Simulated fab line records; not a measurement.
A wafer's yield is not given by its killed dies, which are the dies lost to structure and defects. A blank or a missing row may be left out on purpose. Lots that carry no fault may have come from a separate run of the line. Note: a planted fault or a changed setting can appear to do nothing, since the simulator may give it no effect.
The tool behind it: which one? -- flow nand harc -- 31 wafers from 11 lots sampled at 5 of the route's 1302 steps

## WHAT EACH GAUGE READ, for each wafer
NHARC_END_SORT_01. Usual: killed at array 61, standard deviation 24; killed at other 1.2, standard deviation 1.3; killed at periphery 3.7, standard deviation 2.6; killed dies 66, standard deviation 23; killed open 3.3, standard deviation 1.8; killed short 2.4, standard deviation 1.6.
lot,measured,on,killed at array,killed at other,killed at periphery,killed dies,killed open,killed short,flag
L611,day 28 21:35,prober-02,95 87 82,0 0 1,3 2 2,98 89 85,4 1 4,5 1 1,
L618,day 32 17:28,prober-01,48,2,4,54,5,1,

## TOOL THAT RAN EACH LOT (tool first, then ch and the chambers of the sampled wafers, then the start)
lot,NHARC_A_WL_FILL_ALD_19,NHARC_A_CONTACT_ETCH_49,NHARC_A_CONTACT_ETCH_51,NHARC_A_CONTACT_ETCH_118
L601,"ald metal-01 ch 0,1,2, day 21 17:42","rie diel-04 ch 0,1,2, day 22 02:30","rie diel-04 ch 0,3, day 22 05:25 or earlier","har cap etch-02 ch 0, day 22 05:25"
L603,"ald metal-04 ch 0,2,3, day 21 17:43","rie diel-04 ch 1,2,3, day 22 00:46","rie diel-04 ch 0,1, day 22 03:39 or earlier","har cap etch-03 ch 0,1, day 22 03:39"
L602,"ald metal-04 ch 0,2,3, day 21 22:38","rie diel-03 ch 0,1, day 22 09:23","rie diel-03 ch 0,1, day 22 12:39 or earlier","har cap etch-01 ch 0,1, day 22 12:39"
L610,"ald metal-01 ch 1,2, day 25 05:27","rie diel-02 ch 1,2,3, day 25 12:19","rie diel-02 ch 0,1,3, day 25 15:09 or earlier","har cap etch-01 ch 0,1, day 25 15:09"
L611,"ald metal-03 ch 0,2,3, day 25 17:07","rie diel-04 ch 1,2,3, day 26 00:01","rie diel-04 ch 2,3, day 26 02:51 or earlier","har cap etch-02 ch 0,1, day 26 02:51"
L612,"ald metal-01 ch 0,2,3, day 26 02:16","rie diel-04 ch 0,1,2, day 26 11:50","rie diel-04 ch 1,2,3, day 26 14:40 or earlier","har cap etch-01 ch 0,1, day 26 14:40"
L617,"ald metal-03 ch 1,2, day 28 21:46","rie diel-04 ch 0,2, day 29 06:12","rie diel-04 ch 0,1,3, day 29 09:01 or earlier","har cap etch-03 ch 0,1, day 29 09:01"
L618,"ald metal-01 ch 1,2, day 29 04:21","rie diel-04 ch 0,1, day 29 12:18","rie diel-04 ch 0,3, day 29 15:11 or earlier","har cap etch-01 ch 0,1, day 29 15:11"
L619,"ald metal-03 ch 0,3, day 29 07:35","rie diel-04 ch 2,3, day 29 14:43","rie diel-04 ch 0,3, day 29 17:34 or earlier","har cap etch-02 ch 0,1, day 29 17:34"
L623,"ald metal-03 ch 0,1, day 29 23:05","rie diel-03 ch 0,2,3, day 30 06:37","rie diel-03 ch 1,2,3, day 30 09:36 or earlier","har cap etch-02 ch 0,1, day 30 09:36"
L624,"ald metal-04 ch 0,2,3, day 30 11:00","rie diel-03 ch 0,1,2, day 30 20:58","rie diel-03 ch 0,2,3, day 30 23:52 or earlier","har cap etch-01 ch 0,1, day 30 23:52"
- NHARC_A_WL_FILL_ALD_19: deposits TiN, target thk 2 nm, pulse time 3 s, ald cycles 100.
- NHARC_A_CONTACT_ETCH_49: etches the open film in N2/H2, target depth 260 nm, time 475.3 s.
- NHARC_A_CONTACT_ETCH_51: etches the open film in O2/COS, target depth 7000 nm, time 1820 s.
- NHARC_A_CONTACT_ETCH_118: etches the open film in C4F8/O2/Ar, time 190 s, target depth 1850 nm.

## WHAT THE TOOLS THEMSELVES READ (means of the sampled wafers that have a number; where no wafer has one, the mark that the record gives instead)
NHARC_A_WL_FILL_ALD_19. Usual: heater power w 1128 W, standard deviation 110; precursor pulse height rel 1.005, standard deviation 0.02.
lot,tool,heater power w (W),precursor pulse height rel,flag
L601,ald metal-01,1185,1.014,
L603,ald metal-04,1102,1.021,
L602,ald metal-04,1108,0.998,
L610,ald metal-01,1243,1.032,
L611,ald metal-03,1053,0.997,
L612,ald metal-01,1150,0.994,
L617,ald metal-03,984,1.006,
L618,ald metal-01,1255,1.004,
L619,ald metal-03,1158,1.002,
L623,ald metal-03,1269,1.018,
L624,ald metal-04,1085,0.993,

NHARC_A_CONTACT_ETCH_49. Usual: bias w 150.0 W, standard deviation 0.44; drypump motor current A 5.6 A, standard deviation 0.45; mfc ar sccm 0.009 sccm, standard deviation 0.0096; oes product au 0.995 a.u., standard deviation 0.015; rf vpp V 431.0 V, standard deviation 2.8; run length s 496.6 s, standard deviation 0.49; showerhead plenum p Torr 2.06 Torr, standard deviation 0.1; throttle valve pct 14.172 %, standard deviation 0.0091.
lot,tool,bias w (W),drypump motor current A (A),mfc ar sccm (sccm),oes product au (a.u.),rf vpp V (V),run length s (s),showerhead plenum p Torr (Torr),throttle valve pct (%),flag
L601,rie diel-04,150.2,6.0,0.013,0.991,431.4,496.8,2.06,14.172,
L603,rie diel-04,150.2,5.5,0.006,0.999,431.3,496.7,2.07,14.173,
L602,rie diel-03,150.7,5.4,0.015,0.979,434.5,496.6,2.20,14.175,
L610,rie diel-02,150.1,5.6,0.008,1.001,431.3,496.9,2.11,14.169,
L611,rie diel-04,150.0,5.5,0.006,0.986,430.8,496.8,2.07,14.178,
L612,rie diel-04,150.1,6.0,0.013,1.006,431.3,496.7,2.06,14.168,
L617,rie diel-04,149.8,5.9,0.015,1.006,429.9,462.8,1.99,14.169,OFF
L618,rie diel-04,149.7,6.2,0.019,0.994,429.4,445.3,2.02,14.180,OFF
L619,rie diel-04,149.8,5.2,0.001,1.003,430.5,446.1,2.03,14.170,OFF
L623,rie diel-03,149.8,5.4,0.017,0.989,430.2,496.1,2.07,14.172,
L624,rie diel-03,149.6,5.5,0.014,0.987,433.2,496.6,2.13,14.178,

NHARC_A_CONTACT_ETCH_51. Usual: bias w 300.2 W, standard deviation 0.88; cos flow sccm 20.00 sccm, standard deviation 0.057; drypump motor current A 5.6 A, standard deviation 0.46; mfc ar sccm 0.010 sccm, standard deviation 0.0097; oes product au 0.997 a.u., standard deviation 0.014; rf vpp V 314.6 V, standard deviation 2.2; run length s 1841.3 s, standard deviation 0.45; showerhead plenum p Torr 3.15 Torr, standard deviation 0.15; throttle valve pct 28.330 %, standard deviation 0.0083.
lot,tool,bias w (W),cos flow sccm (sccm),drypump motor current A (A),mfc ar sccm (sccm),oes product au (a.u.),rf vpp V (V),run length s (s),showerhead plenum p Torr (Torr),throttle valve pct (%),flag
L601,rie diel-04,299.9,20.02,5.7,0.014,0.995,311.5,1841.5,2.97,28.332,
L603,rie diel-04,300.3,20.05,6.2,0.018,0.992,315.0,1841.0,3.16,28.335,
L602,rie diel-03,300.3,20.02,5.4,0.015,0.977,316.5,1841.4,3.35,28.337,
L610,rie diel-02,301.0,20.02,5.6,0.000,0.995,317.0,1841.3,3.27,28.333,
L611,rie diel-04,299.7,20.01,5.1,0.001,0.997,313.4,1841.6,3.07,28.335,
L612,rie diel-04,300.6,20.01,5.6,0.006,0.994,314.3,1841.2,3.16,28.331,
L617,rie diel-04,299.8,20.02,5.7,0.012,0.991,312.8,1841.2,3.06,28.329,
L618,rie diel-04,299.7,20.05,5.4,0.011,1.004,311.7,1841.5,2.96,28.327,
L619,rie diel-04,300.4,20.08,5.4,0.011,0.998,311.8,1841.3,2.96,28.325,
L623,rie diel-03,300.9,19.98,5.6,0.010,1.003,314.2,1841.1,3.15,28.329,
L624,rie diel-03,299.5,19.95,5.4,0.017,0.994,314.1,1841.0,3.17,28.324,

## THE ANSWER, worked out from the rows above alone
Rule: a lot is off if the mean of its wafers that have a number lies more than 3 standard deviations from the usual mean. Also off: a lot with no number at a reading for which 4 or more lots have one. All remaining lots with rows at the step are treated as sound. First the gauges in route order, then the tools' own readings, where a lot's mean is used as printed above. At the first step where some lot is off, the reading lying furthest off is the one used; lots without a number count as furthest.
Off: L617, L618, L619 (NHARC_A_CONTACT_ETCH_49, run length s).
If a tool, at that step or one of the process steps before it, ran each lot that is off and ran no sound lot following the first of them, it fits. One candidate fits, namely rie diel-04 at NHARC_A_CONTACT_ETCH_49. Its last sound lot is L612 (day 26 11:50), its first lot that is off L617 (day 29 06:12): a fault that began between those two fits.
The tool's own readings at NHARC_A_CONTACT_ETCH_49 bear it out: on the lots that are off they differ by more than 5 times the standard deviation of the sound lots' means. run length s reads 451.4 s there against 496.6 s on the sound lots.

## WHAT HAD BEEN PUT IN BY THE SIMULATOR
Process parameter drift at NHARC_A_CONTACT_ETCH_49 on rie diel-04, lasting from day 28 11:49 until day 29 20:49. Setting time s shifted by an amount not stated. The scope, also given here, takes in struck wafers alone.
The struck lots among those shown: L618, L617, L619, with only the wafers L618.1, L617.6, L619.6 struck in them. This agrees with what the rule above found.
